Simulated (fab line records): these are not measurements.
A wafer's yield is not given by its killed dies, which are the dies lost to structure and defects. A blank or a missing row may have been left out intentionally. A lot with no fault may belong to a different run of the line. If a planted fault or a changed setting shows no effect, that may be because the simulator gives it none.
fab line records | flow nand_harc
[record] lots = 12 wafers = 36 last_day = 33
route steps=1302 shown A_STAIRCASE@870 A_SGD_CUT@898
lots that met no fault: from a run of the same line without faults
start_h: start of the lot's first displayed wafer, in hours after the record's first day | wait_h: time in hours since the lot's previous step | " same as the row above | L1.1+2: a row that stands for several wafers | - either no value or no given start | * or withheld: withheld | < > ~ a bound
route shown NAME@n: names a module that has steps shown in the file, with the first one's number in the route | usual: average and standard deviation across the fault-free wafers | same: alike in all rows | chamber/n: place in a boat | sites: per-site readings | _std_site: the values' standard deviation | _edge_site: mean of outer sites minus mean of inner sites | radius_mm: how far each site lies from the wafer's centre | mask NAME#n: copy n | behind: the tool/chamber that last shaped the wafer | hold: what put the lot on hold/how long, in hours/how the hold closed | device: the n, p or np transistor that did not switch | end of line: the route-end tests of the same wafers | a step without rows: its recipe alone | killed: count of dies lost to structure and defects at first sort (not the wafer's yield) | map: dies across one wafer; x = killed, . = not, _ = none there
set.NAME: the run value of the setting; set.NAME@STEP: its run value at that earlier step | model.NAME: the simulator's own value behind a step, which no gauge read
one table for each step of the route and one row for each wafer, over a sample of lots
services: the hour from which a tool's chamber was out of use, counted from the record's first day as start_h (under 0 if before that day), plus the number of hours and why
[[steps]]
[step NHARC_A_STAIRCASE_ETCH_444]
[recipe] target_depth_a = 2.04e+05 time_s = 6800 c4f8_flow_sccm = 20 o2_flow_sccm = 10 ar_flow_sccm = withheld rf_w = 600 bias_w = 1000 chemistry = C4F8/O2
[usual] oes_product_au = 0.945/0.022 rf_vpp_V = 807/3.9
// columns lot.wafer tool chamber start_h wait_h oes_product_au rf_hours_counter_h rf_vpp_V
L381.3 rie_diel-05 2 435.59 0.1 0.956 6 811
L381.1 " 1 437.02 1.5 0.959 6 801
L381.6 " 3 " " 0.989 - 802
L382.3 rie_diel-05 3 448.29 0.1 0.967 12 804
L382.2 " 1 " " 0.973 11 800
L382.4 " 2 " " 0.969 12 813
L383.1 rie_diel-01 3 457.94 0.6 0.934 21 808
L383.6 " 2 459.37 1.9 0.928 - 808
L383.5 " 3 " " 0.932 - 809
L385.2 rie_diel-10 1 468.05 1.5 0.966 16 809
L385.5 " 2 " " 0.977 - 814
L385.6 " 3 " " 0.979 - 802
L387.3 rie_diel-10 0 493.43 0.1 0.935 18 809
L387.1 " 2 " " 0.924 23 813
L387.6 " 1 495.79 2.4 0.932 - 809
L388.2 rie_diel-01 1 508.47 0.1 0.927 40 813
L388.4 " 2 " " 0.932 43 806
L388.1 " 3 " " 0.933 42 809
L391.2 rie_diel-10 1 545.40 1.0 0.922 40 809
L391.4 " 2 " " 0.924 42 812
L391.5 " 3 " " 0.926 - 802
L397.1 rie_diel-01 3 590.35 0.5 0.974 7 808
L397.2 " 1 " " 0.975 9 814
L397.5 " 2 " " 0.985 - 806
L398.1 rie_diel-05 3 612.55 0.1 0.992 6 801
L398.4 " 0 " " 0.998 5 807
L398.2 " 1 " " 0.961 7 798
L399.1 rie_diel-01 0 629.43 3.3 0.923 22 807
L399.5 " 3 630.85 4.7 0.928 - 806
L399.6 " 0 " " 0.921 - 808
L402.1 rie_diel-10 2 629.92 3.9 0.969 7 813
L402.3 " 3 " " 0.948 9 801
L402.6 " 1 " " 0.954 - 809
L403.2 rie_diel-05 0 664.99 2.9 0.923 26 807
L403.1 " 1 " " 0.930 24 800
L403.4 " 2 " " 0.921 26 811
[step NHARC_A_STAIRCASE_CMP_450]
[recipe] target_thk_nm = 200 material = SiO2
[usual] motor_current_A = 12.4/0.8
// columns lot.wafer tool chamber start_h wait_h motor_current_A
L381.3 cmp-01 2 440.81 - 11.9
L381.1 " 3 " " 11.2
L381.6 " 1 " " 14.1
L382.4 cmp-04 2 453.48 - 12.7
L382.3 " 3 " " 14.8
L382.2 " 1 " " 11.9
L383.1 cmp-04 3 462.69 - 13.7
L383.5 " 0 " " 11.3
L383.6 " 1 " " 12.2
L385.2 cmp-02 2 471.82 - 12.5
L385.5 " 2 " " 13.0
L385.6 " 3 " " 12.2
L387.1 cmp-02 1 498.94 - 11.5
L387.3 " 2 " " 12.3
L387.6 " 3 " " 12.3
L388.1 cmp-04 1 513.70 - 12.5
L388.2 " 2 " " 12.4
L388.4 " 3 " " 13.9
L391.4 cmp-02 1 549.70 - 11.8
L391.2 " 2 " " 13.0
L391.5 " 1 " " 12.3
L397.1 cmp-02 1 595.07 - 12.6
L397.2 " 2 " " 13.5
L397.5 " 3 " " 11.7
L398.4 cmp-02 2 617.78 - 13.2
L398.1 " 3 " " 11.7
L398.2 " 0 " " 12.0
L399.1 cmp-02 3 634.14 - 11.2
L399.5 " 3 " " 12.5
L399.6 " 0 " " 12.4
L402.3 cmp-01 3 634.19 - 10.7
L402.1 " 1 " " 13.9
L402.6 " 2 " " 13.3
L403.2 cmp-02 2 670.17 - 12.0
L403.4 " 3 " " 12.3
L403.1 " 1 " " 11.3
[step NHARC_A_SGD_CUT_EXPOSE_06]
[recipe] na = 1.35 dose_mj = 85.59 mask_id = SGD
[usual] exposure_dose_mJ_cm2 = 85.60/0.085 stage_vel_mm_s = 499.96/0.22
// columns lot.wafer tool chamber start_h wait_h mask exposure_dose_mJ_cm2 stage_vel_mm_s
L381.1 arfi_scanner-02 0 443.37 - SGD#0 85.50 500.11
L381.3 " 0 " " SGD#0 85.68 500.02
L381.6 " 0 " " SGD#0 85.52 500.03
L382.2 arfi_scanner-02 0 455.81 - SGD#0 85.57 500.07
L382.3 " 0 " " SGD#0 85.65 499.85
L382.4 " 0 " " SGD#0 85.46 499.69
L383.1 arfi_scanner-01 0 465.52 - SGD#0 85.58 500.08
L383.5 " 0 " " SGD#0 85.37 499.85
L383.6 " 0 " " SGD#0 85.53 500.00
L385.2 arfi_scanner-02 0 474.26 - SGD#0 85.60 500.07
L385.5 " 0 " " SGD#0 85.66 500.14
L385.6 " 0 " " SGD#0 85.67 499.46
L387.1 arfi_scanner-03 0 501.38 - SGD#0 85.56 500.14
L387.3 " 0 " " SGD#0 85.61 499.76
L387.6 " 0 " " SGD#0 85.52 499.85
L388.1 arfi_scanner-01 0 516.15 - SGD#0 85.65 500.40
L388.2 " 0 " " SGD#0 85.73 499.65
L388.4 " 0 " " SGD#0 85.56 500.25
L391.2 arfi_scanner-01 0 552.16 - SGD#0 102.59 499.86
L391.4 " 0 " " SGD#0 102.56 499.90
L391.5 " 0 " " SGD#0 102.44 499.88
L397.1 arfi_scanner-03 0 597.37 - SGD#0 85.69 500.01
L397.2 " 0 " " SGD#0 85.69 499.97
L397.5 " 0 " " SGD#0 85.71 500.43
L398.1 arfi_scanner-01 0 620.28 - SGD#0 99.09 499.99
L398.2 " 0 " " SGD#0 98.94 499.48
L398.4 " 0 " " SGD#0 99.02 499.77
L399.1 arfi_scanner-01 0 636.50 - SGD#0 93.97 500.27
L399.5 " 0 " " SGD#0 94.10 499.95
L399.6 " 0 " " SGD#0 94.07 500.04
L402.1 arfi_scanner-02 0 636.74 - SGD#0 85.55 499.80
L402.3 " 0 " " SGD#0 85.43 499.73
L402.6 " 0 " " SGD#0 85.44 499.52
L403.1 arfi_scanner-02 0 672.77 - SGD#0 85.66 499.60
L403.2 " 0 " " SGD#0 85.73 500.11
L403.4 " 0 " " SGD#0 85.75 499.98
[step NHARC_A_SGD_CUT_CD_MEAS_09]
[recipe] target_cd_nm = 100 landing_energy_ev = 500
[usual] cd_nm = 100.1/0.43
// columns lot.wafer tool chamber start_h wait_h cd_nm
L381.1 cd_sem-01 0 443.51 - 100.2
L381.3 " 0 " " 99.7
L381.6 " 0 " " 99.9
L382.2 cd_sem-01 0 455.95 - 100.4
L382.3 " 0 " " 99.5
L382.4 " 0 " " 100.1
L383.1 cd_sem-01 0 465.66 - 100.0
L383.5 " 0 " " 99.8
L383.6 " 0 " " 100.0
L385.2 cd_sem-02 0 474.39 - 100.0
L385.5 " 0 " " 100.1
L385.6 " 0 " " 99.4
L387.1 cd_sem-03 0 501.52 - 99.8
L387.3 " 0 " " 100.0
L387.6 " 0 " " 100.4
L388.1 cd_sem-02 0 516.29 - 100.5
L388.2 " 0 " " 100.2
L388.4 " 0 " " 100.1
L391.2 cd_sem-02 0 552.30 - 113.2
L391.4 " 0 " " 113.2
L391.5 " 0 " " 113.5
L397.1 cd_sem-01 0 597.51 - 99.5
L397.2 " 0 " " 100.3
L397.5 " 0 " " 99.9
L398.1 cd_sem-03 0 620.42 - 110.7
L398.2 " 0 " " 110.7
L398.4 " 0 " " 110.0
L399.1 cd_sem-01 0 636.64 - 106.7
L399.5 " 0 " " 106.4
L399.6 " 0 " " 106.5
L402.1 cd_sem-03 0 636.88 - 100.6
L402.3 " 0 " " 100.2
L402.6 " 0 " " 100.3
L403.1 cd_sem-01 0 672.91 - 100.2
L403.2 " 0 " " 100.8
L403.4 " 0 " " 100.1
[step NHARC_A_SGD_CUT_ETCH_15]
[recipe] target_depth_a = 750 time_s = 64.3 ch3f_flow_sccm = 50 o2_flow_sccm = 30 ar_flow_sccm = 200 rf_w = 500 bias_w = 100 chemistry = CH3F/O2
[usual] drypump_motor_current_A = 5.7/0.51 oes_product_au = 0.962/0.016 rf_vpp_V = 263.4/1.6 showerhead_plenum_p_Torr = 2.43/0.087 throttle_valve_pct = 20.663/0.0081
// columns lot.wafer tool chamber start_h wait_h drypump_motor_current_A oes_product_au rf_hours_counter_h rf_vpp_V showerhead_plenum_p_Torr throttle_valve_pct
L381.3 rie_diel-02 1 - - 5.4 0.961 2 265.2 2.56 20.676
L381.1 " 3 " " 5.3 0.974 2 264.7 2.45 20.679
L381.6 " 2 " " 5.6 0.981 - 266.8 2.64 20.665
L382.3 rie_diel-12 1 - - 5.1 0.958 0 261.9 2.43 20.647
L382.2 " 2 " " 5.7 0.979 0 263.2 2.40 20.649
L382.4 " 0 " " 6.5 0.964 0 265.2 2.54 20.673
L383.1 rie_diel-13 1 - - 5.2 0.970 7 263.4 2.47 20.668
L383.6 " 1 " " 5.2 0.980 - 265.5 2.47 20.678
L383.5 " 2 " " 5.7 0.980 - 262.6 2.39 20.661
L385.2 rie_diel-12 2 - - 5.7 0.981 2 261.6 2.40 20.650
L385.5 " 0 " " 6.5 0.960 - 265.5 2.54 20.669
L385.6 " 1 " " 5.1 0.956 - 263.1 2.43 20.666
L387.3 rie_diel-12 0 - - 6.5 0.961 4 266.1 2.54 20.654
L387.1 " 3 " " 6.0 0.961 4 261.0 2.38 20.661
L387.6 " 1 " " 5.1 0.976 - 264.9 2.43 20.669
L388.1 rie_diel-13 2 - - 5.6 0.953 9 262.4 2.39 20.656
L388.2 " 3 " " 4.9 0.983 9 260.8 2.32 20.655
L388.4 " 0 " " 6.5 0.976 11 262.1 2.35 20.660
L391.4 rie_diel-12 1 - - 5.1 0.930 8 263.9 2.42 20.656
L391.2 " 3 " " 6.1 0.910 8 262.7 2.38 20.647
L391.5 " 0 " " 6.5 0.930 - 264.9 2.54 20.668
L397.2 rie_diel-12 2 - - 5.7 0.957 12 262.7 2.39 20.654
L397.1 " 0 " " 6.5 0.944 11 265.8 2.54 20.659
L397.5 " 3 " " 6.1 0.962 - 262.1 2.38 20.654
L398.1 rie_diel-02 0 - - 6.1 0.972 2 261.3 2.35 20.659
L398.4 " 2 " " 5.6 0.973 1 266.1 2.63 20.645
L398.2 " 3 " " 5.2 0.971 2 262.0 2.45 20.668
L399.1 rie_diel-13 2 - - 5.7 0.975 7 263.1 2.39 20.666
L399.6 " 1 " " 5.2 0.974 - 264.1 2.46 20.653
L399.5 " 2 " " 5.7 0.972 - 263.0 2.39 20.661
L402.1 rie_diel-12 3 - - 6.0 0.960 1 262.8 2.37 20.671
L402.3 " 1 " " 5.1 0.981 1 263.2 2.42 20.648
L402.6 " 2 " " 5.7 0.965 - 262.6 2.39 20.669
L403.1 rie_diel-13 3 - - 4.9 0.965 9 261.0 2.32 20.673
L403.4 " 1 " " 5.2 0.979 10 262.9 2.46 20.662
L403.2 " 2 " " 5.7 0.984 9 262.1 2.39 20.675
[[services]]
// columns tool chamber start_h hours kind
rie_diel-13 1 411.79 4.6 repair
rie_diel-10 - 419.66 9.0 pm
rie_diel-05 - 425.45 2.7 repair
rie_diel-12 1 426.76 6.1 repair
cmp-02 - 428.61 4.0 pm
arfi_scanner-01 - 433.58 4.0 pm
cmp-02 - 442.50 4.5 repair
rie_diel-12 - 445.40 9.0 pm
arfi_scanner-02 - 484.00 4.0 pm
rie_diel-12 2 491.65 2.8 repair
cmp-02 - 517.22 0.2 repair
arfi_scanner-01 - 519.96 1.5 repair
cmp-02 - 526.61 4.0 pm
rie_diel-12 1 554.42 7.1 repair
rie_diel-12 2 554.98 1.9 repair
rie_diel-12 - 561.29 0.2 repair
arfi_scanner-01 - 587.43 2.2 repair
arfi_scanner-02 - 603.36 2.4 repair
arfi_scanner-01 - 605.58 4.0 pm
arfi_scanner-01 - 609.78 1.1 repair
rie_diel-12 - 622.40 9.0 pm
cmp-02 - 624.73 4.0 pm
arfi_scanner-02 - 631.02 3.3 repair
arfi_scanner-02 - 656.00 4.0 pm
[[key]]
[first_sign] step = NHARC_A_SGD_CUT_EXPOSE_06 reading = exposure_dose_mJ_cm2 direction = up sigmas = 99+ usual = 85.60 struck = 98.53
[effect] step = NHARC_A_SGD_CUT_CD_MEAS_09 reading = cd_nm direction = up sigmas = 23 usual = 100.1 struck = 110.1 through = control_loop
met_at NHARC_A_SGD_CUT_EXPOSE_06
struck_lots L391,L398,L399
tester_left_out L391,L398,L399
[loop_trim] step = NHARC_A_SGD_CUT_EXPOSE_06 setting = dose lots = L398,L399
not_acting_at NHARC_A_STAIRCASE_ETCH_444,NHARC_A_STAIRCASE_CMP_450,NHARC_A_SGD_CUT_ETCH_15
onset_between 516.15 552.16
[fault] kind = process_parameter_drift tool = arfi_scanner-01 chamber = - onset_h = 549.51 steps = NHARC_A_SGD_CUT_EXPOSE_06 channel = dose_mj offset = 16.853 shape = step acts_in = these_recipes_only stated = 85.59
// tester_left_out: of these lots the tester's yield and bins aren't shown, on N5 and GAA mostly nor the transistor test; their killed dies are dies lost to structure and defects alone, not to doping, threshold or leakage, so they don't give the yield
// loop_trim: a control loop set the setting to another value than it would have without faults
